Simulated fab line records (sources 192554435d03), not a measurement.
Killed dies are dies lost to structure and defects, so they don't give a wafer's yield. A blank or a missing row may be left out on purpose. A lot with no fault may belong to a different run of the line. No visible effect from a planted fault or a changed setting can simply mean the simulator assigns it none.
Which tool is to blame? -- flow n5-finfet -- 32 wafers from 11 lots sampled at 5 of the route's 1938 steps

WHAT EACH GAUGE READ, for each wafer
N5_BEOL_M8_THK_MEAS_01.
lot,measured,on,M8_ILD_THK (nm)
L608,day 9 10:22,film-metro-02,154.1 155.3 156.3
L609,day 10 07:07,film-metro-01,153.2 153.0 151.1
L616,day 11 09:30,film-metro-01,145.9 154.5 148.8
L618,day 11 23:51,film-metro-02,154.0 147.9 154.7
L620,day 12 05:25,film-metro-02,154.0 156.2 154.9
L621,day 12 15:10,film-metro-01,153.6 151.4 155.1
L622,day 12 20:44,film-metro-01,154.8 155.1 156.9
L623,day 13 03:02,film-metro-02,154.5 154.3 156.4
L627,day 14 08:32,film-metro-02,153.5 153.0 155.9
L628,day 14 12:01,film-metro-02,152.7 152.9 157.0
L629,day 14 11:38,film-metro-02,153.0 157.7

TOOL THAT RAN EACH LOT (tool first, then ch and the chambers of the sampled wafers, then the start)
lot,N5_BEOL_M7_CURE_75,N5_BEOL_M7_SURFACE_TREAT_79,N5_BEOL_M7_ANNEAL_51,N5_BEOL_M8_ILD_DEP_00
L608,"uv-cure-02 ch 0, day 9 06:37","pvd-sputter-01, day 9 07:56","rtp-anneal-02 ch 0, day 9 08:31","pecvd-01 ch 0,2, day 9 09:18"
L609,"uv-cure-02 ch 1, day 10 03:21","pvd-sputter-03, day 10 04:19","rtp-anneal-02 ch 0, day 10 05:01","pecvd-02 ch 0,1,2, day 10 05:49"
L616,"uv-cure-01 ch 2, day 11 05:25","pvd-sputter-01, day 11 07:08","rtp-anneal-02 ch 0, day 11 07:37","pecvd-01 ch 1,2, day 11 08:25"
L618,"uv-cure-03 ch 0, day 11 20:22","pvd-sputter-03, day 11 21:38","rtp-anneal-02 ch 0, day 11 22:37","pecvd-01 ch 0,1,2, day 11 23:17"
L620,"uv-cure-03 ch 0, day 12 02:29","pvd-sputter-01, day 12 03:13","rtp-anneal-01 ch 0, day 12 04:06","pecvd-02 ch 0,2, day 12 04:50"
L621,"uv-cure-03 ch 0, day 12 11:54","pvd-sputter-02, day 12 12:59","rtp-anneal-02 ch 0, day 12 13:48","pecvd-04 ch 0,1, day 12 14:35"
L622,"uv-cure-01 ch 2, day 12 16:43","pvd-sputter-01, day 12 18:40","rtp-anneal-01 ch 0, day 12 19:22","pecvd-02 ch 0,1, day 12 20:10"
L623,"uv-cure-01 ch 2, day 12 23:23","pvd-sputter-03, day 13 00:47","rtp-anneal-01 ch 0, day 13 01:44","pecvd-02 ch 0,1, day 13 02:27"
L627,"uv-cure-01 ch 2, day 14 04:38","pvd-sputter-01, day 14 05:47","rtp-anneal-01 ch 0, day 14 06:20","pecvd-02 ch 0,1, day 14 07:07"
L628,"uv-cure-01 ch 1, day 14 07:02","pvd-sputter-01, day 14 08:20","rtp-anneal-02 ch 0, day 14 10:08","pecvd-01 ch 0,1, day 14 10:58"
L629,"uv-cure-03 ch 2, day 14 07:17","pvd-sputter-02, day 14 09:50","rtp-anneal-01 ch 0, day 14 10:16","pecvd-02 ch 0,2, day 14 11:04"
- N5_BEOL_M7_CURE_75: cures SiCOH lowk, time 120 s.
- N5_BEOL_M7_SURFACE_TREAT_79
- N5_BEOL_M7_ANNEAL_51: time 90 s.
- N5_BEOL_M8_ILD_DEP_00: deposits SiCOH lowk from DEMS/porogen, target thk 179.75 nm, time 33.4 s.

WHAT THE TOOLS THEMSELVES READ (means of the sampled wafers that have a number; where no wafer has one, the mark that the record gives instead)
N5_BEOL_M7_CURE_75.
lot,tool,lamp-power-pct (%),wafer_temp_C_max
L608,uv-cure-02,52.23,372.3
L609,uv-cure-02,52.31,371.7
L616,uv-cure-01,52.32,371.3
L618,uv-cure-03,52.25,371.0
L620,uv-cure-03,52.28,371.4
L621,uv-cure-03,52.28,370.9
L622,uv-cure-01,52.30,371.5
L623,uv-cure-01,52.36,371.5
L627,uv-cure-01,52.31,371.1
L628,uv-cure-01,52.35,371.1
L629,uv-cure-03,52.28,372.0

N5_BEOL_M7_SURFACE_TREAT_79.
lot,tool,ar-flow-sccm (sccm)
L608,pvd-sputter-01,30.05
L609,pvd-sputter-03,30.00
L616,pvd-sputter-01,30.00
L618,pvd-sputter-03,29.98
L620,pvd-sputter-01,29.97
L621,pvd-sputter-02,29.97
L622,pvd-sputter-01,29.96
L623,pvd-sputter-03,29.99
L627,pvd-sputter-01,29.98
L628,pvd-sputter-01,30.04
L629,pvd-sputter-02,30.06

N5_BEOL_M7_ANNEAL_51.
lot,tool,anneal-temp-c-max,wafer_temp_C_max
L608,rtp-anneal-02,226.32,226.01
L609,rtp-anneal-02,226.15,225.86
L616,rtp-anneal-02,226.11,226.19
L618,rtp-anneal-02,226.20,225.96
L620,rtp-anneal-01,225.58,225.61
L621,rtp-anneal-02,226.01,225.94
L622,rtp-anneal-01,226.02,225.28
L623,rtp-anneal-01,225.78,225.54
L627,rtp-anneal-01,226.01,225.63
L628,rtp-anneal-02,225.89,226.21
L629,rtp-anneal-01,225.93,225.81

N5_BEOL_M8_ILD_DEP_00.
lot,tool,heater-power-w (W),showerhead-plenum-p-Torr (Torr),susceptor-temp-C (C),throttle-valve-pct (%)
L608,pecvd-01,360,5.716,300.03,13.8
L609,pecvd-02,281,5.740,299.99,13.9
L616,pecvd-01,257,5.711,300.04,14.2
L618,pecvd-01,289,5.717,300.07,14.2
L620,pecvd-02,295,5.740,299.96,14.0
L621,pecvd-04,357,5.751,299.87,14.0
L622,pecvd-02,330,5.736,300.09,14.5
L623,pecvd-02,282,5.747,299.93,14.1
L627,pecvd-02,280,5.728,300.05,14.1
L628,pecvd-01,344,5.720,299.90,14.1
L629,pecvd-02,309,5.732,300.12,14.2

THE ANSWER, worked out from the rows above alone
Rule: the lots themselves supply what counts as usual. Put in order of their means at a reading, lots are off if they are a third of the lots or fewer, leave a main group of 4 or more, and stand apart from it by a gap of 3 or more times the standard deviation of the main group's means; of several such gaps the widest counts. If all means in a main group match to the digits the tables above print for the reading, that group is not used. A lot without any number at a reading at which 4 lots or more have one is off too. The other lots that the step has rows for count as sound. The gauges are gone through in route order, then the tools' own readings, and for those a lot's mean is taken as printed above. The first step at which some lot is off is used, and at that step the reading that is off furthest; a lot without a number counts as furthest.
Across all readings shown, no lot is off: no conclusion can be drawn from this.

WHAT THE SIMULATOR HAD INSERTED
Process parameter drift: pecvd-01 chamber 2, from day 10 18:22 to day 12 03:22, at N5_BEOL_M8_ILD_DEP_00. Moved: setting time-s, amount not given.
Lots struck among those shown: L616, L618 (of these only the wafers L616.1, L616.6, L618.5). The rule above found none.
